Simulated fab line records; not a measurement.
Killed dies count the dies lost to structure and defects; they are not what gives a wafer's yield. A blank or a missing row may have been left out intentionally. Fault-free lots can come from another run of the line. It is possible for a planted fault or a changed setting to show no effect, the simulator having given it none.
Which of the tools did it?	flow n5Finfet	9 lots, 26 wafers sampled, at 5 steps of a route of 1938

WHAT EACH GAUGE READ, for each wafer
N5_STI_FIN_REVEAL_INSPECT_13: inspects for defects (darkfield).
lot	measured	on	rawDefectCount
L860	day 2 18:52	defectInspect-01	8 6 8
L861	day 3 01:28	defectInspect-02	9 15 14
L862	day 3 07:26	defectInspect-01	9 10 17
L864	day 3 20:24	defectInspect-02	5 17 9
L875	day 6 16:37	defectInspect-01	366 6 324
L876	day 6 19:45	defectInspect-02	15 344 3
L877	day 7 01:48	defectInspect-01	22 3 23
L878	day 7 06:27	defectInspect-02	14 22 32
L880	day 7 19:41	defectInspect-01	9 13

WHAT TOOL EACH LOT RAN ON (gives the tool, then ch and the chambers of the sampled wafers, and finally the start)
lot	N5_FIN_CUT_ETCH_30	N5_FIN_CUT_CUT_ETCH_26	N5_STI_FIN_REVEAL_ALD_00	N5_STI_FIN_REVEAL_OXIDATION_33
L860	rieDiel-01 ch 2,3, day 2 09:11	rieDiel-01 ch 2,3, day 2 09:36	aldSin-02 ch 2,3, day 2 10:10	plasmaAsher-01 ch 0,1, day 2 18:35
L861	rieDiel-01 ch 0,2,3, day 2 15:11	rieDiel-01 ch 0,2,3, day 2 15:36	aldSin-03 ch 0,2, day 2 16:10	plasmaAsher-01 ch 0,1, day 3 01:12
L862	rieDiel-01 ch 0,2,3, day 2 21:29	rieDiel-01 ch 0,2,3, day 2 21:54	aldSin-02 ch 0,2,3, day 2 22:43	plasmaAsher-02 ch 0,1, day 3 07:09
L864	rieDiel-01 ch 0,1, day 3 09:21	rieDiel-01 ch 0,1, day 3 09:46	aldSin-01 ch 2,3, day 3 11:03	plasmaAsher-02 ch 0,1, day 3 20:08
L875	rieDiel-02 ch 1,2,3, day 6 07:02	rieDiel-02 ch 1,2,3, day 6 07:26	aldSin-03 ch 0,2,3, day 6 07:57	plasmaAsher-02 ch 0,1, day 6 16:20
L876	rieDiel-06 ch 1,2,3, day 6 10:05	rieDiel-06 ch 1,2,3, day 6 10:29	aldSin-01 ch 2,3, day 6 10:59	plasmaAsher-02 ch 0,1, day 6 19:28
L877	rieDiel-02 ch 0,2,3, day 6 15:44	rieDiel-02 ch 0,2,3, day 6 16:08	aldSin-02 ch 2,3, day 6 17:02	plasmaAsher-01 ch 0,1, day 7 01:31
L878	rieDiel-01 ch 0,2,3, day 6 20:52	rieDiel-01 ch 0,2,3, day 6 21:16	aldSin-02 ch 0,2,3, day 6 21:46	plasmaAsher-01 ch 0,1, day 7 06:10
L880	rieDiel-02 ch 1,3, day 7 09:38	rieDiel-02 ch 1,3, day 7 10:02	aldSin-02 ch 0,3, day 7 11:01	plasmaAsher-01 ch 1, day 7 19:24
- N5_FIN_CUT_ETCH_30: etches underlayer in N2/H2, target depth 13 nm, time 10.4 s.
- N5_FIN_CUT_CUT_ETCH_26: etches SiNx in CH3F/O2, target depth 39 nm, time 55.7 s.
- N5_STI_FIN_REVEAL_ALD_00: deposits SiO2, target thk 1 nm, pulse time 1 s.
- N5_STI_FIN_REVEAL_OXIDATION_33: chemistry O2 PLASMA REMOTE, time 20 s.

THE ANSWER, worked out from the rows above alone
Rule: the usual values come from the lots themselves. Put in order of their means at a reading, lots are off if they are a third of the lots or fewer, leave a main group of 4 or more, and stand apart from it by a gap of 3 or more times the standard deviation of the main group's means; of several such gaps the widest counts. The tables above print the reading to a certain number of digits; a main group whose means all agree to those digits is not used. Also off: a lot with no number at a reading for which 4 or more lots have one. All remaining lots with rows at the step are treated as sound.
Off: L875, L876 (N5_STI_FIN_REVEAL_INSPECT_13, rawDefectCount). For the main group the mean is 13 and the standard deviation 4.6.
If a tool, at a process step before that reading, ran all the lots that are off and no sound lot after the first of them, it fits. Those tools and the gauges at N5_STI_FIN_REVEAL_INSPECT_13 are tried in the same way. One candidate fits, namely plasmaAsher-02 at N5_STI_FIN_REVEAL_OXIDATION_33. A fault onset in the window from L864 (day 3 20:08, its last sound lot) to L875 (day 6 16:20, its first lot off) fits.

WHAT THE SIMULATOR PUT IN
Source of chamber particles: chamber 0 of plasmaAsher-02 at N5_STI_FIN_REVEAL_OXIDATION_33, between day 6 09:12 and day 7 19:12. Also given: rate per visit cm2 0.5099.
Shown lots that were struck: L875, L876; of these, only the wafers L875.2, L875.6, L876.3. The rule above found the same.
